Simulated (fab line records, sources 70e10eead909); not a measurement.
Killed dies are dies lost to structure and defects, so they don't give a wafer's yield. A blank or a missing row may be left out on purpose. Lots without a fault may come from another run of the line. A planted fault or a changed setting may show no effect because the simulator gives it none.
fab line records | flow nand_harc
record lots=12 wafers=36 last_day=33
route steps=1302 shown A_SLIT@933 A_WL_FILL@957 END@1302
lots that met no fault: from a run of the same line without faults
start_h: hours from the record's first day to the start of the lot's first wafer shown | wait_h: hours since the lot's step before | " the same as in the row above | L1.1+2: a row that stands for several wafers | - no value, or no start given | * or withheld: withheld | < > ~ a bound
route shown NAME@n: a module of which the file shows steps, and the number in the route of the first | usual: mean/standard deviation of fault-free wafers | same: alike in all rows | chamber/n: place in a boat | sites: the reading at each site | _std_site: their standard deviation | _edge_site: outer sites' mean less inner sites' | radius_mm: how far each site lies from the wafer's centre | mask NAME#n: copy n | behind: the tool/chamber that last shaped the wafer | hold: why the lot was held/for how many hours/how that ended | device: the transistor (n, p or np) that didn't switch | end of line: the same wafers' tests at the end of the route | a step without rows: its recipe alone | killed: dies lost to structure and defects at the first sort, not the wafer's yield | map: a wafer's dies, x killed, . not, _ none there
set.NAME: the setting as run; set.NAME@STEP: as run at that earlier step | model.NAME: the simulator's own value behind a step, which no gauge read
steps of the route over a sample of lots; a table a step, a row a wafer
services: from which hour (start_h, from the record's first day; less than 0 if before it) a tool's chamber was out of use, for how many hours, and why
## steps
# step NHARC_A_SLIT_CD_MEAS_09
# recipe target_cd_nm=300 landing_energy_ev=500
# usual cd_nm=299.7/0.5
# columns lot.wafer tool chamber start_h wait_h cd_nm
L639.1 cd_sem-01 0 461.93 - 300.0
L639.2 " 0 " " 299.4
L639.3 " 0 " " 299.4
L642.4 cd_sem-02 0 482.60 - 299.4
L642.5 " 0 " " 299.5
L642.6 " 0 " " 300.0
L647.2 cd_sem-03 0 539.78 - 299.5
L647.4 " 0 " " 299.8
L647.5 " 0 " " 299.5
L648.1 cd_sem-02 0 540.23 - 300.5
L648.5 " 0 " " 299.4
L648.6 " 0 " " 298.7
L650.3 cd_sem-02 0 561.61 - 300.1
L650.4 " 0 " " 300.1
L650.6 " 0 " " 299.9
L651.4 cd_sem-03 0 570.27 - 299.9
L651.5 " 0 " " 300.6
L651.6 " 0 " " 300.1
L652.1 cd_sem-02 0 570.92 - 299.6
L652.3 " 0 " " 299.1
L652.4 " 0 " " 299.1
L653.2 cd_sem-01 0 585.66 - 299.0
L653.4 " 0 " " 299.2
L653.5 " 0 " " 298.7
L655.1 cd_sem-01 0 622.09 - 299.6
L655.3 " 0 " " 300.1
L655.4 " 0 " " 299.8
L658.1 cd_sem-01 0 639.48 - 299.7
L658.3 " 0 " " 299.7
L658.5 " 0 " " 300.2
L660.2 cd_sem-03 0 660.34 - 299.9
L660.4 " 0 " " 299.4
L660.5 " 0 " " 299.5
L661.4 cd_sem-01 0 666.38 - 299.8
L661.5 " 0 " " 299.3
L661.6 " 0 " " 299.6
# step NHARC_A_SLIT_ETCH_17
# recipe bias_v=900 source_w=withheld pressure_mtorr=20 ar_flow_sccm=375 c4f8_flow_sccm=83.3 o2_flow_sccm=41.7 time_s=4254.5 target_depth_a=2.03e+05 chemistry=C4F8/O2/Ar
# usual c4f8_flow_sccm=83.30/0.28 chamber_pressure_mTorr=20.000/0.02 drypump_motor_current_A=5.8/0.59 o2_flow_sccm=41.71/0.13 showerhead_plenum_p_Torr=3.68/0.14 throttle_valve_pct=32.046/0.0085
# columns lot.wafer tool chamber start_h wait_h c4f8_flow_sccm chamber_pressure_mTorr drypump_motor_current_A o2_flow_sccm rf_hours_counter_h showerhead_plenum_p_Torr throttle_valve_pct
L639.1 har_etch-01 1 465.46 - 83.38 20.013 6.8 41.64 256 3.65 32.061
L639.2 " 0 " " 83.22 19.957 5.6 41.82 256 3.54 32.046
L639.3 " 0 467.26 - 83.13 19.983 5.6 41.86 - 3.54 32.042
L642.4 har_etch-02 1 488.26 - 83.04 19.995 5.1 41.70 - 3.91 32.041
L642.6 " 1 489.46 - 83.02 20.006 5.1 41.57 - 3.91 32.047
L642.5 " 0 " " 83.23 20.006 5.7 41.73 - 3.69 32.039
L647.2 har_etch-02 1 541.21 - 82.80 19.995 5.2 41.65 84 3.89 32.035
L647.4 " 1 542.41 - 83.07 19.963 5.2 41.69 - 3.89 32.046
L647.5 " 1 543.61 - 82.86 20.013 5.2 41.81 - 3.89 32.047
L648.1 har_etch-02 1 545.62 - 83.95 19.999 5.2 41.73 88 3.89 32.038
L648.5 " 0 547.46 - 83.34 20.016 5.8 41.72 - 3.67 32.044
L648.6 " 1 " " 83.71 19.973 5.1 41.75 - 3.89 32.061
L650.3 har_etch-01 0 564.26 - 83.96 20.025 5.6 41.85 - 3.51 32.042
L650.4 " 1 " " 82.97 20.001 6.8 41.76 - 3.62 32.065
L650.6 " 0 " " 84.05 19.984 5.6 41.82 - 3.51 32.039
L652.1 har_etch-01 1 572.36 - 83.65 20.005 6.8 41.60 321 3.61 32.059
L652.4 " 1 573.56 - 83.61 19.996 6.8 41.57 - 3.61 32.054
L652.3 " 0 " " 83.36 20.025 5.6 41.69 - 3.51 32.032
L651.4 har_etch-02 1 573.52 - 83.15 19.993 5.2 41.64 - 3.88 32.046
L651.5 " 0 " " 83.71 19.967 5.8 41.81 - 3.66 32.060
L651.6 " 1 " " 83.18 20.012 5.2 41.66 - 3.88 32.053
L653.2 har_etch-02 1 589.26 - 83.24 20.008 5.1 41.53 115 3.87 32.064
L653.4 " 1 590.45 - 83.41 19.994 5.1 41.67 - 3.87 32.037
L653.5 " 0 " " 83.34 19.989 5.7 41.82 - 3.65 32.050
L655.1 har_etch-01 1 623.53 - 83.42 19.980 6.8 41.77 337 3.61 32.046
L655.4 " 1 624.74 - 83.52 20.004 6.8 41.61 - 3.61 32.035
L655.3 " 0 " " 83.18 20.017 5.6 41.78 - 3.49 32.059
L658.1 har_etch-02 0 641.52 - 83.06 20.011 5.8 41.64 142 3.64 32.032
L658.3 " 0 642.71 - 83.41 20.025 5.7 41.57 - 3.64 32.048
L658.5 " 1 " " 82.97 20.017 5.2 41.86 - 3.86 32.045
L660.2 har_etch-01 0 663.17 1.9 83.45 19.988 5.6 41.74 383 3.47 32.037
L660.4 " 1 " " 83.32 19.974 6.8 41.81 - 3.59 32.040
L660.5 " 0 665.60 3.7 83.15 20.029 5.6 41.76 - 3.47 32.035
L661.4 har_etch-01 1 669.64 - 83.26 20.001 6.8 41.78 - 3.59 32.060
L661.6 " 0 " " 83.35 19.983 5.6 41.62 - 3.47 32.040
L661.5 " 1 " " 83.62 19.977 6.8 41.93 - 3.59 32.021
# step NHARC_A_SLIT_ETCH_26
# recipe bias_v=400 source_w=2000 pressure_mtorr=25 time_s=90 ar_flow_sccm=375 c4f8_flow_sccm=41.7 o2_flow_sccm=83.3 target_depth_a=4000 chemistry=C4F8/O2/Ar
# usual c4f8_flow_sccm=41.71/0.14 chamber_pressure_mTorr=24.999/0.024 drypump_motor_current_A=5.8/0.59 o2_flow_sccm=83.34/0.27 rf_fwd_power_W=1983/5.6 showerhead_plenum_p_Torr=3.71/0.15 throttle_valve_pct=27.618/0.0092
# columns lot.wafer tool chamber start_h wait_h c4f8_flow_sccm chamber_pressure_mTorr drypump_motor_current_A o2_flow_sccm rf_fwd_power_W rf_hours_counter_h showerhead_plenum_p_Torr throttle_valve_pct
L639.1 har_etch-01 1 469.05 3.0 41.71 25.038 6.8 83.35 1980 259 3.68 27.641
L639.2 " 0 " " 41.87 25.005 5.6 83.63 1973 259 3.57 27.613
L639.3 " 0 " " 41.64 25.044 5.6 83.65 1987 - 3.57 27.603
L642.4 har_etch-02 1 490.72 1.9 41.75 25.022 5.2 83.29 1978 - 3.95 27.620
L642.6 " 1 " " 41.72 24.995 5.2 83.14 1981 - 3.95 27.630
L642.5 " 0 " " 41.86 25.012 5.7 83.35 1981 - 3.72 27.627
L647.2 har_etch-02 1 544.82 3.0 42.05 25.007 5.1 82.73 1973 87 3.93 27.609
L647.4 " 1 " " 41.99 24.951 5.2 82.96 1979 - 3.93 27.618
L647.5 " 1 " " 41.87 25.032 5.1 82.46 1977 - 3.93 27.637
L648.1 har_etch-02 1 548.72 2.5 41.59 24.966 5.1 83.00 1988 91 3.93 27.611
L648.5 " 0 " " 41.67 24.987 5.8 83.02 1982 - 3.70 27.626
L648.6 " 1 " " 41.65 25.002 5.2 83.24 1982 - 3.93 27.620
L650.3 har_etch-01 0 566.76 1.9 41.93 24.976 5.6 83.24 1985 - 3.54 27.625
L650.4 " 1 " " 42.10 24.953 6.8 83.03 1973 - 3.65 27.616
L650.6 " 0 " " 41.90 25.016 5.6 83.17 1984 - 3.54 27.614
L651.4 har_etch-02 1 575.44 1.3 41.82 24.987 5.1 83.51 1988 - 3.92 27.606
L651.5 " 0 " " 41.58 24.981 5.8 83.68 1971 - 3.69 27.598
L651.6 " 1 " " 41.84 25.009 5.2 83.63 1979 - 3.92 27.598
L652.1 har_etch-01 1 575.96 3.0 41.71 25.002 6.8 83.38 1991 324 3.64 27.605
L652.4 " 1 " " 41.68 25.032 6.8 83.33 1991 - 3.64 27.628
L652.3 " 0 " " 41.64 24.973 5.6 83.69 1977 - 3.53 27.626
L653.2 har_etch-02 1 592.28 2.4 41.90 24.952 5.1 83.29 1983 118 3.91 27.613
L653.4 " 1 " " 41.85 24.989 5.1 83.64 1981 - 3.91 27.631
L653.5 " 0 " " 41.70 25.009 5.8 83.66 1978 - 3.68 27.628
L655.1 har_etch-01 1 627.14 3.0 41.51 24.973 6.8 83.05 1985 340 3.64 27.611
L655.4 " 1 " " 41.40 24.988 6.8 83.20 1980 - 3.63 27.610
L655.3 " 0 " " 41.49 24.990 5.6 83.43 1991 - 3.52 27.632
L658.1 har_etch-02 0 644.54 2.4 41.47 25.007 5.8 83.52 1983 145 3.67 27.615
L658.3 " 0 " " 41.67 25.000 5.8 83.56 1974 - 3.67 27.620
L658.5 " 1 " " 41.67 25.021 5.2 83.36 1976 - 3.90 27.633
L660.2 har_etch-01 0 666.24 2.5 41.92 25.000 5.6 83.93 1999 386 3.50 27.632
L660.4 " 1 " " 41.71 25.031 6.8 83.54 1993 - 3.62 27.637
L660.5 " 0 " " 41.78 24.985 5.6 83.50 1985 - 3.50 27.622
L661.4 har_etch-01 1 671.56 1.3 41.59 24.960 6.8 83.50 1992 - 3.62 27.606
L661.6 " 0 " " 41.64 25.028 5.7 83.71 1975 - 3.50 27.622
L661.5 " 1 " " 41.44 25.019 6.8 83.68 1985 - 3.62 27.623
# step NHARC_A_WL_FILL_ETCHBACK_04
# recipe target_depth_a=600 time_s=120 chemistry=NF3
# usual chamber_pressure_mTorr=299.99/0.26 drypump_motor_current_A=5.48/0.28 oes_product_au=1.005/0.012
# columns lot.wafer tool chamber start_h wait_h chamber_pressure_mTorr drypump_motor_current_A oes_product_au rf_hours_counter_h
L639.1 rie_metal-03 0 478.46 0.3 299.60 5.34 0.999 2.5
L639.2 " 1 " " 300.01 5.82 0.994 2.5
L639.3 " 0 " " 299.71 5.31 1.006 -
L642.4 rie_metal-03 1 500.14 0.3 299.99 5.81 0.998 -
L642.6 " 1 " " 300.00 5.84 0.987 -
L642.5 " 0 " " 300.09 5.37 1.019 -
L647.2 rie_metal-01 1 554.19 0.3 299.95 5.06 1.006 2.5
L647.4 " 0 " " 300.12 5.31 0.993 -
L647.5 " 0 " " 299.60 5.31 0.995 -
L648.1 rie_metal-02 1 558.18 0.3 299.77 5.29 1.018 1.6
L648.6 " 0 " " 300.25 5.81 1.006 -
L648.5 " 1 " " 299.73 5.28 1.006 -
L650.4 rie_metal-03 1 576.16 0.2 299.95 5.83 0.990 -
L650.3 " 0 " " 299.92 5.35 1.004 -
L650.6 " 1 " " 300.40 5.83 0.981 -
L652.1 rie_metal-03 1 584.72 0.3 300.22 5.86 0.696 1.1
L652.3 " 1 " " 300.17 5.83 0.696 -
L652.4 " 0 " " 300.18 5.32 0.710 -
L651.4 rie_metal-02 0 584.84 0.3 300.15 5.75 1.006 -
L651.6 " 0 " " 300.03 5.79 1.011 -
L651.5 " 1 " " 300.20 5.27 1.015 -
L653.2 rie_metal-02 0 601.67 0.3 300.19 5.80 1.007 2.6
L653.4 " 0 " " 300.07 5.79 1.001 -
L653.5 " 0 " " 300.33 5.82 1.008 -
L655.1 rie_metal-03 1 636.54 0.3 300.02 5.83 0.704 1.6
L655.4 " 1 " " 299.66 5.82 0.691 -
L655.3 " 0 " " 300.28 5.35 0.714 -
L658.1 rie_metal-02 0 654.29 0.3 300.03 5.82 1.018 0.5
L658.3 " 0 " " 299.64 5.81 1.026 -
L658.5 " 0 " " 299.91 5.80 1.019 -
L660.2 rie_metal-02 1 675.57 0.3 299.43 5.27 1.004 1.1
L660.4 " 1 " " 299.90 5.26 1.016 -
L660.5 " 0 " " 299.26 5.80 1.029 -
L661.4 rie_metal-01 1 679.92 0.3 299.95 5.07 0.993 -
L661.6 " 0 " " 299.98 5.31 0.993 -
L661.5 " 1 " " 299.88 5.06 0.974 -
# step NHARC_END_SORT_01
# recipe temp_c=25
# usual defect_limited_yield=91/3.4 killed_at_array=55/23 killed_at_other=1.0/1.2 killed_at_periphery=3.2/2.7 killed_dies=59/23 killed_open=3.1/1.6 killed_short=2.2/1.5
# same gross_dies=677
# columns lot.wafer tool chamber start_h wait_h defect_limited_yield[%] killed_at_array killed_at_other killed_at_periphery killed_dies killed_open killed_short
L647.2 prober-01 0 650.35 2.8 94 34 1 6 41 4 0
L647.4 prober-01 0 651.96 3.4 95 30 0 1 31 2 0
L647.5 prober-01 0 652.76 3.7 96 22 1 1 24 2 2
L651.4 prober-01 0 675.72 3.4 90 69 1 1 71 3 0
L651.5 prober-01 0 676.52 3.7 89 72 1 2 75 3 3
L651.6 prober-01 0 677.31 4.0 89 71 2 2 75 4 3
# killed by level:class
L647.2 A_CHANNEL_HOLE_D2:chamber_film_flake=16 P_GATE:chamber_film_flake=4 A_SLIT:chamber_film_flake=4 A_STAIRCASE:chamber_film_flake=3 A_CHANNEL_HOLE_D1:chamber_film_flake=2 A_WL_FILL:chamber_film_flake=2 P_CONTACT:geometric_particle:open=1 A_ONON_D1:geometric_particle:open=1
L647.4 A_CHANNEL_HOLE_D2:chamber_film_flake=14 A_STAIRCASE:chamber_film_flake=4 A_CHANNEL_HOLE_D1:chamber_film_flake=3 A_WL_FILL:geometric_particle:open=2 A_WL_FILL:chamber_film_flake=2 A_M1:chamber_film_flake=2 P_GATE:chamber_film_flake=1 A_ZERO_WELL:chamber_film_flake=1
L647.5 A_CHANNEL_HOLE_D2:chamber_film_flake=10 A_CHANNEL_HOLE_D1:chamber_film_flake=5 P_BONDPAD:geometric_particle:open=1 A_ONON_D1:geometric_particle:short=1 A_DECK1_JOINT:geometric_particle:short=1 A_CONTACT:geometric_particle:open=1 A_ZERO_WELL:chamber_film_flake=1 A_CHANNEL_FILL_D2:chamber_film_flake=1
L651.4 A_CHANNEL_HOLE_D1:chamber_film_flake=38 A_CHANNEL_HOLE_D2:chamber_film_flake=15 A_CHANNEL_FILL_D2:chamber_film_flake=4 A_CONTACT:chamber_film_flake=4 A_SLIT:chamber_film_flake=3 A_CHANNEL_HOLE_D1:geometric_particle:open=1 A_CHANNEL_FILL_D1:geometric_particle:open=1 A_DECK1_JOINT:geometric_particle:open=1
L651.5 A_CHANNEL_HOLE_D1:chamber_film_flake=32 A_CHANNEL_HOLE_D2:chamber_film_flake=22 A_STAIRCASE:chamber_film_flake=4 A_CONTACT:chamber_film_flake=3 A_ONON_D1:geometric_particle:short=2 A_DECK1_JOINT:chamber_film_flake=2 A_CHANNEL_FILL_D2:chamber_film_flake=2 P_GATE:geometric_particle:short=1
L651.6 A_CHANNEL_HOLE_D1:chamber_film_flake=27 A_CHANNEL_HOLE_D2:chamber_film_flake=24 A_CONTACT:chamber_film_flake=6 A_STAIRCASE:chamber_film_flake=5 A_CHANNEL_FILL_D2:geometric_particle:short=2 A_SLIT:chamber_film_flake=2 P_BONDPAD:geometric_particle:open=1 A_ONON_D2:geometric_particle:open=1
## services
# columns tool chamber start_h hours kind
har_etch-01 - 449.83 4.8 repair
rie_metal-02 - 454.00 9.0 pm
rie_metal-02 0 454.00 9.0 vent_cycle
rie_metal-02 1 454.00 9.0 vent_cycle
rie_metal-02 0 463.00 - clean
rie_metal-02 1 463.00 - clean
rie_metal-03 - 484.47 0.4 repair
har_etch-01 - 502.35 5.9 repair
rie_metal-01 0 513.42 3.1 repair
rie_metal-03 - 519.00 9.0 pm
rie_metal-03 0 519.00 9.0 vent_cycle
rie_metal-03 1 519.00 9.0 vent_cycle
rie_metal-03 0 528.00 - clean
rie_metal-03 1 528.00 - clean
rie_metal-01 - 575.00 9.0 pm
har_etch-01 1 594.04 - consumable_replace:esc
har_etch-01 1 594.04 17.0 scheduled_down
har_etch-01 1 594.04 17.0 vent_cycle
rie_metal-02 - 631.00 9.0 pm
rie_metal-02 0 631.00 9.0 vent_cycle
rie_metal-02 1 631.00 9.0 vent_cycle
rie_metal-02 0 640.00 - clean
rie_metal-02 1 640.00 - clean
rie_metal-03 1 658.44 4.1 repair
## key
first_sign step=NHARC_A_WL_FILL_ETCHBACK_04 reading=oes_product_au direction=down sigmas=25 usual=1.005 struck=0.702
effect none on later readings
met_at NHARC_A_WL_FILL_ETCHBACK_04
struck_lots L652,L655
rows_end L652.1,L652.3,L652.4,L655.1,L655.3,L655.4
not_acting_at NHARC_A_SLIT_CD_MEAS_09,NHARC_A_SLIT_ETCH_17,NHARC_A_SLIT_ETCH_26
onset_between 576.16 584.72
fault kind=process_parameter_drift tool=rie_metal-03 chamber=- onset_h=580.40 steps=NHARC_A_WL_FILL_ETCHBACK_04 channel=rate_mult offset=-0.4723 shape=step
# rows_end: these wafers met a further fault down the route, and their rows from its step on are left out
